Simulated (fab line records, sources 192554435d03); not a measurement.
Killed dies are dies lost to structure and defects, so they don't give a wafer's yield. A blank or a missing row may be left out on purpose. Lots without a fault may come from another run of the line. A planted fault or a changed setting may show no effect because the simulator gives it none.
Which tool did it? | flow n5_finfet | 24 lots, 72 wafers sampled, at 4 steps of a route of 1938

WHAT THE GAUGES READ, wafer by wafer
N5_BEOL_M1_OCD_MEAS_38.
lot  | measured     | on     | trench_depth_nm (nm)
L074 | day 6 01:26  | ocd-01 | 54.0 55.1 54.5
L075 | day 6 13:16  | ocd-02 | 56.1 54.8 55.7
L076 | day 6 16:43  | ocd-02 | 56.6 56.6 55.2
L077 | day 6 23:21  | ocd-02 | 54.7 53.7 53.9
L078 | day 7 02:01  | ocd-01 | 54.3 54.5 54.8
L079 | day 7 17:39  | ocd-01 | 54.2 55.0 54.1
L081 | day 7 20:19  | ocd-01 | 55.2 55.2 55.0
L080 | day 7 23:33  | ocd-02 | 54.8 56.0 54.0
L082 | day 8 00:02  | ocd-02 | 54.6 53.7 54.2
L083 | day 8 16:10  | ocd-02 | 56.6 56.5 54.0
L084 | day 8 19:54  | ocd-01 | 56.5 57.2 55.0
L085 | day 9 03:20  | ocd-01 | 54.1 57.0 54.8
L087 | day 9 14:36  | ocd-02 | 56.5 57.2 56.7
L086 | day 10 02:14 | ocd-02 | 56.4 53.8 56.8
L088 | day 10 03:06 | ocd-01 | 56.8 56.7 54.6
L089 | day 10 02:37 | ocd-01 | 53.9 54.1 55.8
L090 | day 10 08:39 | ocd-01 | 54.2 53.3 53.3
L091 | day 10 12:25 | ocd-01 | 56.3 53.5 54.1
L092 | day 10 17:20 | ocd-02 | 54.0 54.2 54.0
L093 | day 10 21:13 | ocd-01 | 55.4 55.7 55.4
L094 | day 11 07:11 | ocd-02 | 53.2 56.2 56.6
L095 | day 11 21:13 | ocd-02 | 53.2 54.6 53.9
L096 | day 12 02:41 | ocd-02 | 54.2 54.0 54.5
L097 | day 12 12:31 | ocd-01 | 56.4 54.2 54.6

N5_BEOL_M1_CD_MEAS_35: target cd 18 nm, target cd y 21 nm.
lot  | measured     | on        | cd_nm (nm)
L074 | day 6 01:35  | cd_sem-01 | 18.3 17.3 18.1
L075 | day 6 13:25  | cd_sem-02 | 18.0 18.5 18.4
L076 | day 6 16:52  | cd_sem-02 | 18.3 18.1 18.4
L077 | day 6 23:30  | cd_sem-02 | 18.7 18.4 18.1
L078 | day 7 02:10  | cd_sem-01 | 18.2 18.2 18.2
L079 | day 7 17:48  | cd_sem-01 | 17.9 18.2 17.6
L081 | day 7 20:28  | cd_sem-01 | 18.7 18.3 17.8
L080 | day 7 23:42  | cd_sem-03 | 18.3 17.8 18.0
L082 | day 8 00:11  | cd_sem-03 | 18.7 18.6 18.3
L083 | day 8 16:19  | cd_sem-03 | 18.4 17.3 18.5
L084 | day 8 20:04  | cd_sem-01 | 17.9 18.1 18.5
L085 | day 9 03:29  | cd_sem-02 | 18.0 18.4 18.3
L087 | day 9 14:45  | cd_sem-01 | 17.3 17.6 17.6
L086 | day 10 02:23 | cd_sem-02 | 17.9 18.1 18.4
L088 | day 10 03:16 | cd_sem-02 | 18.5 17.9 17.8
L089 | day 10 02:47 | cd_sem-03 | 17.8 18.1 18.5
L090 | day 10 08:48 | cd_sem-02 | 17.8 18.0 18.1
L091 | day 10 12:34 | cd_sem-03 | 18.0 18.0 17.8
L092 | day 10 17:29 | cd_sem-03 | 17.8 18.3 17.9
L093 | day 10 21:22 | cd_sem-02 | 18.2 18.2 18.0
L094 | day 11 07:20 | cd_sem-03 | 18.2 18.8 18.8
L095 | day 11 21:22 | cd_sem-01 | 18.1 17.9 18.5
L096 | day 12 02:51 | cd_sem-03 | 18.1 18.4 17.7
L097 | day 12 12:40 | cd_sem-02 | 17.8 18.2 18.2

WHICH TOOL RAN EACH LOT (tool, then ch and the chambers of the sampled wafers, then the start)
lot  | N5_BEOL_M1_ETCH_74                 | N5_BEOL_M1_ETCH_77
L074 | rie_diel-02 ch 1,2,3, day 5 22:47  | rie_diel-01 ch 0,1,2, day 5 23:46
L075 | rie_diel-01 ch 1,2,3, day 6 09:28  | rie_diel-01 ch 0,2,3, day 6 10:28
L076 | rie_diel-02 ch 0,3, day 6 12:41    | rie_diel-01 ch 2,3, day 6 13:51
L077 | rie_diel-03 ch 0,1, day 6 21:25    | rie_diel-01 ch 0,1, day 6 22:17
L078 | rie_diel-03 ch 0,1,3, day 6 23:41  | rie_diel-02 ch 2,3, day 7 00:34
L079 | rie_diel-02 ch 0,2,3, day 7 09:52  | rie_diel-02 ch 0,2,3, day 7 10:46
L081 | rie_diel-01 ch 0,2,3, day 7 18:32  | rie_diel-02 ch 1,2,3, day 7 19:31
L080 | rie_diel-01 ch 0,1,2, day 7 18:49  | rie_diel-01 ch 0,1,2, day 7 19:48
L082 | rie_diel-01 ch 2,3, day 7 21:55    | rie_diel-02 ch 0,1,2, day 7 22:47
L083 | rie_diel-01 ch 0,2,3, day 8 12:10  | rie_diel-01 ch 0,2,3, day 8 13:08
L084 | rie_diel-03 ch 2,3, day 8 13:38    | rie_diel-01 ch 0,2, day 8 14:43
L085 | rie_diel-03 ch 0,1,2, day 8 23:58  | rie_diel-01 ch 2,3, day 9 00:55
L087 | rie_diel-01 ch 0,3, day 9 11:23    | rie_diel-02 ch 0,1, day 9 12:23
L086 | rie_diel-02 ch 0,1,3, day 9 11:28  | rie_diel-01 ch 1,2,3, day 9 12:28
L088 | rie_diel-01 ch 0,1,3, day 9 11:51  | rie_diel-02 ch 2,3, day 9 12:51
L089 | rie_diel-01 ch 0,1,3, day 9 16:12  | rie_diel-01 ch 0,2,3, day 9 17:14
L090 | rie_diel-02 ch 0,3, day 10 00:59   | rie_diel-03 ch 1,3, day 10 01:59
L091 | rie_diel-02 ch 0,3, day 10 09:22   | rie_diel-02 ch 0,2, day 10 10:14
L092 | rie_diel-02 ch 2,3, day 10 14:39   | rie_diel-02 ch 2,3, day 10 15:40
L093 | rie_diel-02 ch 0,2,3, day 10 15:22 | rie_diel-02 ch 0,2,3, day 10 16:14
L094 | rie_diel-01 ch 0,2, day 11 03:58   | rie_diel-03 ch 2,3, day 11 04:50
L095 | rie_diel-03 ch 1,2,3, day 11 08:35 | rie_diel-03 ch 1,2,3, day 11 09:27
L096 | rie_diel-02 ch 0,2,3, day 11 18:34 | rie_diel-03 ch 0,1,3, day 11 19:27
L097 | rie_diel-02 ch 0,1,3, day 11 20:50 | rie_diel-02 ch 1,2,3, day 11 22:08
- N5_BEOL_M1_ETCH_74: etches underlayer in N2/H2, target depth 6.5 nm, time 5.2 s.
- N5_BEOL_M1_ETCH_77: etches underlayer in N2/H2, target depth 6.5 nm, time 5.2 s.

WHAT THE TOOLS THEMSELVES READ (means of the sampled wafers that have a number; where no wafer has one, the mark that the record gives instead)
N5_BEOL_M1_ETCH_74.
lot  | tool        | drypump_motor_current_A (A) | etch_rf_on_time_s (s) | oes_product_au (a.u.) | rf_vpp_V (V) | showerhead_plenum_p_Torr (Torr) | throttle_valve_pct (%)
L074 | rie_diel-02 | 5.5                         | 5.20                  | 0.69                  | 523          | 2.48                            | 17.73
L075 | rie_diel-01 | 5.3                         | 5.12                  | 0.75                  | 527          | 2.66                            | 17.96
L076 | rie_diel-02 | 5.4                         | 5.29                  | 0.68                  | 524          | 2.60                            | 18.02
L077 | rie_diel-03 | 5.3                         | 5.33                  | 0.63                  | 524          | 2.53                            | 18.06
L078 | rie_diel-03 | 5.4                         | 5.22                  | 0.64                  | 524          | 2.58                            | 18.02
L079 | rie_diel-02 | 5.7                         | 5.15                  | 0.69                  | 522          | 2.53                            | 17.98
L081 | rie_diel-01 | 5.4                         | 5.17                  | 0.69                  | 525          | 2.63                            | 17.94
L080 | rie_diel-01 | 5.6                         | 5.17                  | 0.72                  | 527          | 2.69                            | 17.96
L082 | rie_diel-01 | 5.1                         | 4.98                  | 0.71                  | 525          | 2.60                            | 17.95
L083 | rie_diel-01 | 5.4                         | 5.15                  | 0.69                  | 526          | 2.63                            | 17.94
L084 | rie_diel-03 | 6.2                         | 5.22                  | 0.64                  | 526          | 2.66                            | 17.81
L085 | rie_diel-03 | 5.7                         | 5.21                  | 0.63                  | 524          | 2.57                            | 17.97
L087 | rie_diel-01 | 5.9                         | 5.21                  | 0.62                  | 525          | 2.60                            | 18.08
L086 | rie_diel-02 | 5.3                         | 5.33                  | 0.65                  | 523          | 2.54                            | 17.82
L088 | rie_diel-01 | 5.7                         | 5.17                  | 0.66                  | 526          | 2.63                            | 18.09
L089 | rie_diel-01 | 5.7                         | 5.15                  | 0.66                  | 527          | 2.63                            | 18.10
L090 | rie_diel-02 | 5.5                         | 5.24                  | 0.69                  | 527          | 2.63                            | 17.87
L091 | rie_diel-02 | 5.5                         | 5.22                  | 0.69                  | 526          | 2.63                            | 17.87
L092 | rie_diel-02 | 5.8                         | 5.16                  | 0.71                  | 524          | 2.56                            | 17.82
L093 | rie_diel-02 | 5.7                         | 5.22                  | 0.66                  | 524          | 2.52                            | 18.02
L094 | rie_diel-01 | 5.2                         | 5.12                  | 0.71                  | 527          | 2.68                            | 17.87
L095 | rie_diel-03 | 5.8                         | 5.21                  | 0.63                  | 525          | 2.61                            | 17.96
L096 | rie_diel-02 | 5.7                         | 5.25                  | 0.65                  | 523          | 2.51                            | 18.03
L097 | rie_diel-02 | 5.3                         | 5.23                  | 0.64                  | 524          | 2.53                            | 17.84

N5_BEOL_M1_ETCH_77.
lot  | tool        | drypump_motor_current_A (A) | etch_rf_on_time_s (s) | oes_product_au (a.u.) | rf_vpp_V (V) | showerhead_plenum_p_Torr (Torr) | throttle_valve_pct (%)
L074 | rie_diel-01 | 5.6                         | 5.18                  | 0.75                  | 528          | 2.70                            | 17.94
L075 | rie_diel-01 | 5.4                         | 5.14                  | 0.71                  | 526          | 2.64                            | 17.94
L076 | rie_diel-01 | 5.1                         | 4.96                  | 0.73                  | 526          | 2.60                            | 17.95
L077 | rie_diel-01 | 5.9                         | 5.28                  | 0.70                  | 529          | 2.70                            | 18.09
L078 | rie_diel-02 | 5.9                         | 5.17                  | 0.70                  | 523          | 2.45                            | 17.93
L079 | rie_diel-02 | 5.7                         | 5.17                  | 0.68                  | 525          | 2.53                            | 17.98
L081 | rie_diel-02 | 5.5                         | 5.19                  | 0.67                  | 523          | 2.48                            | 17.74
L080 | rie_diel-01 | 5.6                         | 5.22                  | 0.72                  | 527          | 2.69                            | 17.97
L082 | rie_diel-02 | 5.4                         | 5.24                  | 0.64                  | 521          | 2.43                            | 17.94
L083 | rie_diel-01 | 5.4                         | 5.17                  | 0.69                  | 526          | 2.63                            | 17.95
L084 | rie_diel-01 | 5.7                         | 5.26                  | 0.67                  | 527          | 2.66                            | 17.97
L085 | rie_diel-01 | 5.1                         | 4.96                  | 0.71                  | 526          | 2.59                            | 17.96
L087 | rie_diel-02 | 5.2                         | 5.27                  | 0.61                  | 523          | 2.50                            | 18.01
L086 | rie_diel-01 | 5.3                         | 5.15                  | 0.72                  | 527          | 2.65                            | 18.00
L088 | rie_diel-02 | 5.9                         | 5.15                  | 0.68                  | 521          | 2.45                            | 17.94
L089 | rie_diel-01 | 5.4                         | 5.09                  | 0.68                  | 526          | 2.62                            | 17.98
L090 | rie_diel-03 | 5.4                         | 5.34                  | 0.62                  | 525          | 2.58                            | 18.06
L091 | rie_diel-02 | 5.8                         | 5.13                  | 0.64                  | 520          | 2.41                            | 18.16
L092 | rie_diel-02 | 5.8                         | 5.15                  | 0.70                  | 526          | 2.56                            | 17.80
L093 | rie_diel-02 | 5.7                         | 5.19                  | 0.66                  | 524          | 2.52                            | 18.00
L094 | rie_diel-03 | 6.3                         | 5.22                  | 0.63                  | 528          | 2.65                            | 17.85
L095 | rie_diel-03 | 5.8                         | 5.33                  | 0.62                  | 525          | 2.61                            | 17.98
L096 | rie_diel-03 | 5.5                         | 5.26                  | 0.62                  | 525          | 2.56                            | 18.07
L097 | rie_diel-02 | 5.5                         | 5.18                  | 0.65                  | 523          | 2.46                            | 17.79

THE ANSWER, worked out from the rows above alone
Rule: what is usual is taken from the lots themselves. Put in order of their means at a reading, lots are off if they are a third of the lots or fewer, leave a main group of 4 or more, and stand apart from it by a gap of 3 or more times the standard deviation of the main group's means; of several such gaps the widest counts. A main group whose means are all the same, to the digits that the tables above print for the reading, isn't used. A lot without any number at a reading at which 4 lots or more have one is off too. The other lots that the step has rows for count as sound. The gauges are gone through in route order, then the tools' own readings, and for those a lot's mean is taken as printed above. The first step at which some lot is off is used, and at that step the reading that is off furthest; a lot without a number counts as furthest.
No lot is off at any reading shown: from this, nothing can be told.

WHAT THE SIMULATOR HAD PUT IN
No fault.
